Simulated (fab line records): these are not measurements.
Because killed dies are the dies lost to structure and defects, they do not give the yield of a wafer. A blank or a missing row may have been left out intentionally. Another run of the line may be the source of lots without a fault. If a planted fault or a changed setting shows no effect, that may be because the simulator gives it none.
fab line records	flow n5_finfet	part 2 of 2: steps 8 to 8 of 8
[record] lots = 11	wafers = 33	last_day = 16
route steps=1938 shown BEOL_M9@1423 BEOL_M15@1830
lots that met no fault: taken from a fault-free run of the same line
start_h: hours from the record's first day to the start of the lot's first wafer shown	wait_h: hours elapsed since this lot's preceding step	" as in the row above	L1.1+2: a row that stands for several wafers	- no value, or no start was given	* or withheld: withheld	< > ~ a bound
route shown NAME@n: NAME is a module with steps in the file, n the number in the route of the first one	usual: the fault-free wafers' mean and standard deviation	same: alike in all rows	chamber/n: place in a boat	sites: per-site readings	_std_site: their standard deviation	_edge_site: outer sites' mean less inner sites'	radius_mm: for every site, how far away it sits from the centre of the wafer	mask NAME#n: copy n	behind: tool/chamber where the wafer was last shaped	hold: the reason the lot was held/the length of the hold in hours/how it ended	device: whichever transistor did not switch (one of n, p or np)	end of line: the route-end tests of the same wafers	a step given without rows: its recipe and nothing more	killed: count of dies lost to structure and defects at first sort (not the wafer's yield)	map: a wafer's dies, x killed, . not, _ none there
set.NAME: setting as actually run; set.NAME@STEP: the setting as run at that earlier step	model.NAME: the simulator's own value behind a step, which no gauge read
the route's steps for a sample of lots (tables are steps, rows are wafers)
services: when a tool's chamber went out of use (start_h, in hours from the record's first day, below 0 if earlier), for how many hours, and the reason
[[steps]]
[step N5_BEOL_M15_RC_MEAS_101]
[usual] COMB_M10 = 1.5e-11/3.9e-12	COMB_M11 = 1.4e-11/3.3e-12	COMB_M12 = 5.9e-12/1.4e-12	COMB_M13 = 4.6e-12/1.1e-12	COMB_M13_max_site = 6.6e-12/1.8e-12	COMB_M14 = 3.4e-12/8.9e-13	COMB_M15 = 2.1e-12/7.4e-13	COMB_M5 = 3.6e-11/6.7e-12	COMB_M6 = 2.5e-11/5.9e-12	COMB_M7 = 2.5e-11/4.5e-12	COMB_M8 = 2.5e-11/4.7e-12	COMB_M8_max_site = 3.6e-11/7.8e-12	SERP_M10 = 3.04/0.084	SERP_M11 = 3.07/0.085	SERP_M12 = 0.633/0.016	SERP_M13 = 0.309/0.0058	SERP_M14 = 0.159/0.0042	SERP_M5 = 39.2/2	SERP_M6 = 13.7/0.54	SERP_M7 = 13.9/0.51	SERP_M8 = 13.5/0.49	SERP_M9 = 3.09/0.087	SERP_M9_max_site = 3.18/0.11
lot.wafer	tool	chamber	start_h	wait_h	COMB_M10[S/m]	COMB_M11[S/m]	COMB_M12[S/m]	COMB_M13[S/m]	COMB_M13_max_site[S/m]	COMB_M14[S/m]	COMB_M15[S/m]	COMB_M5[S/m]	COMB_M6[S/m]	COMB_M7[S/m]	COMB_M8[S/m]	COMB_M8_max_site[S/m]	SERP_M10[ohm/um]	SERP_M11[ohm/um]	SERP_M12[ohm/um]	SERP_M13[ohm/um]	SERP_M14[ohm/um]	SERP_M5[ohm/um]	SERP_M6[ohm/um]	SERP_M7[ohm/um]	SERP_M8[ohm/um]	SERP_M9[ohm/um]	SERP_M9_max_site[ohm/um]
L122.2	prober-01	0	271.55	0.2	1.4e-11	1.1e-11	7.5e-12	4.4e-12	6.7e-12	3.3e-12	1.6e-12	3.3e-11	2e-11	2e-11	3.3e-11	5e-11	3.12	3.06	0.621	0.316	0.159	39.5	14.7	13.8	14.4	3.18	3.33
L122.3	"	0	"	"	1.5e-11	6e-12	4.3e-12	3.1e-12	4.4e-12	2e-12	7e-13	3.3e-11	2.5e-11	2.1e-11	2.9e-11	3.6e-11	2.99	3.10	0.630	0.317	0.155	40.8	13.3	14.3	13.5	3.10	3.18
L122.6	"	0	"	"	2e-11	1.1e-11	6.3e-12	4e-12	5.9e-12	2.2e-12	1.4e-12	3.6e-11	2.3e-11	2.4e-11	2.2e-11	2.9e-11	3.08	3.18	0.663	0.316	0.161	40.8	14.1	13.6	13.3	3.06	3.13
L123.1	prober-01	0	272.32	0.3	1.5e-11	1.6e-11	6.9e-12	4.2e-12	6e-12	3.4e-12	1.8e-12	3e-11	2.8e-11	2.6e-11	2.5e-11	2.8e-11	3.17	3.15	0.643	0.316	0.158	37.7	14.0	13.9	13.9	3.13	3.24
L123.3	"	0	"	"	1.6e-11	1.5e-11	3.3e-12	4.1e-12	7e-12	2.7e-12	2.4e-12	3.1e-11	1.9e-11	2.3e-11	2.2e-11	2.9e-11	3.13	3.14	0.642	0.306	0.159	38.3	13.4	14.0	14.2	3.09	3.16
L123.5	"	0	"	"	9e-12	1.3e-11	5.4e-12	4.2e-12	9.2e-12	2.6e-12	1.6e-12	2e-11	2e-11	3e-11	2e-11	3.1e-11	3.16	3.09	0.615	0.311	0.158	39.7	13.8	15.0	13.5	3.12	3.17
L124.2	prober-01	0	284.33	0.2	1e-11	8e-12	5.7e-12	2.9e-12	5.7e-12	2.3e-12	1.2e-12	4.2e-11	2.2e-11	2.5e-11	2.1e-11	3.1e-11	3.17	3.04	0.642	0.304	0.158	42.1	13.9	13.6	13.8	3.07	3.15
L124.3	"	0	"	"	1.2e-11	1.4e-11	6.3e-12	4.4e-12	6.7e-12	3.1e-12	1.3e-12	3.6e-11	2.1e-11	2.7e-11	2.6e-11	3.9e-11	3.08	3.14	0.618	0.300	0.158	41.7	13.9	14.5	13.1	3.07	3.16
L124.5	"	0	"	"	1.4e-11	1e-11	5.9e-12	3.5e-12	6.2e-12	6e-12	1.3e-12	3.1e-11	2.3e-11	2.7e-11	2.5e-11	3.8e-11	3.17	3.12	0.631	0.303	0.166	41.5	14.4	13.9	14.1	3.13	3.20
L125.3	prober-02	0	288.59	0.3	1.8e-11	1.1e-11	7.5e-12	5.7e-12	8.6e-12	3.8e-12	3e-12	3.9e-11	1.8e-11	2.2e-11	2.2e-11	2.7e-11	3.14	2.93	0.629	0.316	0.160	40.0	13.3	14.2	13.7	3.06	3.24
L125.5	"	0	"	"	1.8e-11	1.7e-11	6.7e-12	5.6e-12	8.3e-12	2.8e-12	2.9e-12	3.8e-11	1.7e-11	1.7e-11	2.6e-11	3.7e-11	3.01	3.06	0.649	0.309	0.156	41.2	14.1	14.0	12.9	3.01	3.09
L125.6	"	0	"	"	1.8e-11	1.3e-11	6.8e-12	5.9e-12	8.4e-12	3.8e-12	2.3e-12	4e-11	1.6e-11	2.4e-11	2.2e-11	3.8e-11	3.06	2.91	0.633	0.309	0.160	40.3	13.4	13.5	13.6	2.99	3.07
L126.2	prober-02	0	292.62	0.2	1.8e-11	1.3e-11	7.7e-12	6e-12	6.8e-12	7.4e-12	1.9e-12	3.5e-11	3.3e-11	2.4e-11	2.5e-11	2.9e-11	3.04	3.18	0.603	0.316	0.159	42.0	13.7	13.5	14.4	3.04	3.16
L126.4	"	0	"	"	2.6e-11	1.5e-11	6.2e-12	5e-12	6.2e-12	4.5e-12	2.2e-12	4.2e-11	2.2e-11	2.6e-11	2.4e-11	3.3e-11	2.97	3.13	0.609	0.305	0.156	41.2	13.8	13.0	13.4	3.06	3.12
L126.6	"	0	"	"	2.5e-11	1.2e-11	4.5e-12	5.1e-12	6.4e-12	5.3e-12	2.4e-12	4e-11	2.8e-11	2.9e-11	2.2e-11	2.8e-11	2.88	3.16	0.628	0.315	0.153	42.7	13.2	13.7	13.1	3.10	3.18
L128.1	prober-01	0	298.83	0.0	1e-11	1.4e-11	5.8e-12	3.4e-12	5.1e-12	1.9e-12	1.4e-12	4.5e-11	2.3e-11	2.8e-11	2.8e-11	3.1e-11	3.04	3.07	0.619	0.309	0.157	37.6	12.8	13.2	13.3	3.05	3.19
L128.3	"	0	"	"	1.3e-11	1.7e-11	3.5e-12	4.9e-12	9.1e-12	2.8e-12	1.5e-12	3e-11	2.9e-11	3e-11	1.6e-11	2.9e-11	3.06	3.03	0.610	0.311	0.163	38.2	14.4	13.6	14.4	3.03	3.17
L128.5	"	0	"	"	8e-12	1.3e-11	4.4e-12	4.5e-12	5.7e-12	3.4e-12	1.5e-12	3e-11	2.5e-11	3.1e-11	2.8e-11	4.3e-11	2.91	3.04	0.643	0.313	0.160	38.2	13.5	14.4	14.7	3.15	3.27
L127.2	prober-02	0	311.88	0.2	1.8e-11	1.2e-11	3.6e-12	5.5e-12	7e-12	3.1e-12	2.7e-12	3.2e-11	1.8e-11	2.3e-11	2.7e-11	5.3e-11	3.08	3.07	0.633	0.308	0.160	39.7	13.4	14.2	13.3	2.94	3.01
L127.3	"	0	"	"	1.4e-11	1.4e-11	7.8e-12	8.3e-12	1.39e-11	2.7e-12	2.5e-12	3.5e-11	2.8e-11	2.7e-11	1.9e-11	2.6e-11	3.07	3.05	0.637	0.313	0.159	36.5	13.3	13.5	14.1	3.11	3.22
L127.6	"	0	"	"	1.7e-11	1.4e-11	4.4e-12	5.9e-12	9e-12	3.5e-12	3.5e-12	4.1e-11	3.2e-11	2.5e-11	2.1e-11	3.3e-11	3.12	3.14	0.626	0.301	0.157	40.7	12.7	13.4	13.9	3.00	3.09
L129.1	prober-01	0	314.87	0.0	9e-12	1e-11	4.9e-12	5.3e-12	6.4e-12	2.5e-12	1.6e-12	4e-11	1.9e-11	3.8e-11	2.7e-11	4.5e-11	2.98	3.09	0.682	0.316	0.158	41.0	14.3	14.7	13.2	3.22	3.39
L129.3	"	0	"	"	8e-12	1.8e-11	4.8e-12	4.6e-12	5.8e-12	2.8e-12	1.6e-12	4e-11	3.2e-11	3.1e-11	2.4e-11	3.9e-11	3.00	3.13	0.632	0.311	0.161	39.8	13.3	13.5	13.4	3.19	3.34
L129.6	"	0	"	"	1.1e-11	1.5e-11	5.4e-12	6e-12	8.4e-12	2.3e-12	2.6e-12	4.3e-11	2.4e-11	3.1e-11	2.3e-11	3.4e-11	3.17	3.07	0.646	0.321	0.154	40.3	13.2	14.2	13.5	3.15	3.22
L133.2	prober-01	0	333.87	0.2	1.2e-11	2.1e-11	4.4e-12	3.8e-12	4.6e-12	4.2e-12	1.4e-12	2.6e-11	2e-11	1.7e-11	3e-11	4.5e-11	3.04	3.07	0.639	0.316	0.161	38.5	14.9	14.7	13.0	4.75	4.90
L133.3	"	0	"	"	1.3e-11	1.5e-11	4e-12	2e-12	2.5e-12	3.9e-12	1.1e-12	3.2e-11	2.6e-11	2e-11	3.1e-11	5e-11	3.04	3.03	0.618	0.315	0.162	37.2	14.1	14.5	12.7	4.59	4.67
L133.5	"	0	"	"	1.1e-11	1.2e-11	6e-12	2.7e-12	3.9e-12	2.9e-12	1.4e-12	3.9e-11	2.1e-11	2.7e-11	2.6e-11	3.3e-11	3.06	3.00	0.637	0.320	0.171	39.5	14.0	13.7	13.5	4.69	4.88
L134.1	prober-01	0	341.64	0.0	1.6e-11	1.7e-11	5.6e-12	3.1e-12	4.1e-12	2.7e-12	1.5e-12	4.3e-11	2.1e-11	2.4e-11	2.5e-11	3.1e-11	2.89	3.23	0.637	0.307	0.161	36.0	13.5	13.8	13.0	4.82	5.15
L134.4	"	0	"	"	1.7e-11	1.6e-11	5.3e-12	3.2e-12	5.4e-12	2.6e-12	2.3e-12	3.6e-11	2e-11	3.3e-11	1.9e-11	3.4e-11	2.92	3.17	0.645	0.304	0.157	36.7	12.5	13.9	13.1	5.17	5.28
L134.6	"	0	"	"	1.7e-11	2e-11	9e-12	3.3e-12	5.2e-12	2.8e-12	2.3e-12	3.2e-11	2.1e-11	2.5e-11	3.3e-11	4.5e-11	2.87	3.18	0.660	0.318	0.156	37.8	13.3	13.5	13.0	4.79	5.05
L135.1	prober-01	0	364.58	0.0	1.3e-11	1.7e-11	3.4e-12	2.5e-12	3.2e-12	2.6e-12	1.5e-12	3.1e-11	2.1e-11	3.5e-11	2.4e-11	3e-11	3.08	2.99	0.639	0.317	0.163	42.4	14.0	13.7	13.4	4.91	4.98
L135.4	"	0	"	"	1.3e-11	1.7e-11	4.8e-12	3.3e-12	4.9e-12	2.1e-12	2.6e-12	3.5e-11	2e-11	2.2e-11	2e-11	2.4e-11	2.95	3.10	0.631	0.313	0.154	42.5	14.1	14.1	12.8	4.98	5.19
L135.5	"	0	"	"	1.3e-11	1.1e-11	4.9e-12	4.4e-12	7.2e-12	3.7e-12	1.5e-12	3e-11	2.5e-11	3.1e-11	2e-11	2.9e-11	2.91	3.04	0.637	0.305	0.154	43.5	14.8	13.3	13.0	4.84	5.00
// sites SERP_M9 radius_mm=0,75,75,75,75,140,140,140,140
L122.2 3.33 3.22 3.18 3.26 3.18 2.98 2.99 3.01 2.95
L123.1 3.06 3.11 3.12 3.16 3.03 3.22 3.16 3.24 3.13
L124.2 3.06 3.06 3.01 3.07 3.07 3.10 3.13 3.15 3.11
L125.3 2.94 3.05 3.03 3.06 3.00 3.24 3.15 3.18 3.20
L126.2 2.91 3.00 3.04 3.02 2.96 3.05 3.16 3.14 3.14
L128.1 3.19 3.12 3.12 3.14 3.05 3.00 2.99 3.03 2.96
L127.2 3.00 3.01 2.96 2.97 2.93 2.91 2.86 2.94 2.87
L129.1 3.11 3.18 3.20 3.22 3.19 3.39 3.39 3.34 3.27
L133.2 4.90 4.83 4.83 4.89 4.75 4.53 4.68 4.66 4.46
L134.1 4.71 4.81 4.82 4.88 4.72 4.89 4.86 5.15 4.77
L135.1 4.98 4.95 4.91 4.96 4.89 4.81 4.75 4.94 4.73
[[services]]
tool	chamber	start_h	hours	kind
rie_diel-06	3	242.81	-	clean
rie_diel-06	3	242.81	-	consumable_replace:focus_ring
rie_diel-06	3	242.81	17.0	scheduled_down
rie_diel-06	3	242.81	17.0	vent_cycle
rie_diel-01	2	244.51	16.5	repair
rie_diel-04	3	251.21	-	clean
rie_diel-04	3	251.21	-	consumable_replace:focus_ring
rie_diel-04	3	251.21	22.0	scheduled_down
rie_diel-04	3	251.21	22.0	vent_cycle
rie_diel-01	3	261.45	-	clean
rie_diel-01	3	261.45	-	consumable_replace:focus_ring
rie_diel-01	3	261.45	23.1	scheduled_down
rie_diel-01	3	261.45	23.1	vent_cycle
rie_diel-04	1	273.24	-	clean
rie_diel-04	1	273.24	-	consumable_replace:focus_ring
rie_diel-04	1	273.24	28.3	scheduled_down
rie_diel-04	1	273.24	28.3	vent_cycle
rie_diel-06	0	287.07	4.0	repair
rie_diel-01	1	288.75	1.8	repair
[[key]]
[first_sign] step = N5_BEOL_M9_TRENCH_ETCH_37	reading = time_s	direction = down	sigmas = 99+	usual = *	struck = *
[effect] step = N5_BEOL_M9_TRENCH_ETCH_37	reading = run_length_s	direction = down	sigmas = 20	usual = *	struck = *
[effect] step = N5_BEOL_M9_OCD_MEAS_38	reading = trench_depth_nm	direction = down	sigmas = 16	usual = 150.9	struck = 105.5
[effect] step = N5_BEOL_M9_THK_MEAS_53	reading = M9_THK	direction = down	sigmas = 15	usual = 138	struck = 93
[effect] step = N5_BEOL_M9_RS_MEAS_57	reading = M9_RS	direction = up	sigmas = 24	usual = 0.152	struck = 0.237
[effect] step = N5_BEOL_M15_RC_MEAS_101	reading = SERP_M9	direction = up	sigmas = 20	usual = 3.09	struck = 4.84
met_at N5_BEOL_M9_TRENCH_ETCH_37
struck_lots L133,L134,L135
sort_left_out L133.2,L133.3,L133.5,L134.1,L134.4,L134.6,L135.1,L135.4,L135.5
not_acting_at N5_BEOL_M9_STRIP_19,N5_BEOL_M9_DESCUM_33,N5_BEOL_M9_STRIP_36
onset_between 262.49 291.89
[fault] kind = recipe_version_skew	tool = rie_diel-01,rie_diel-04,rie_diel-06	chamber = -	onset_h = 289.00	steps = N5_BEOL_M9_TRENCH_ETCH_37	wrong_recipe.time_s = *
// sort_left_out: the simulated sort isn't trusted on such a fault, so these wafers' sort isn't shown, and their yield isn't known
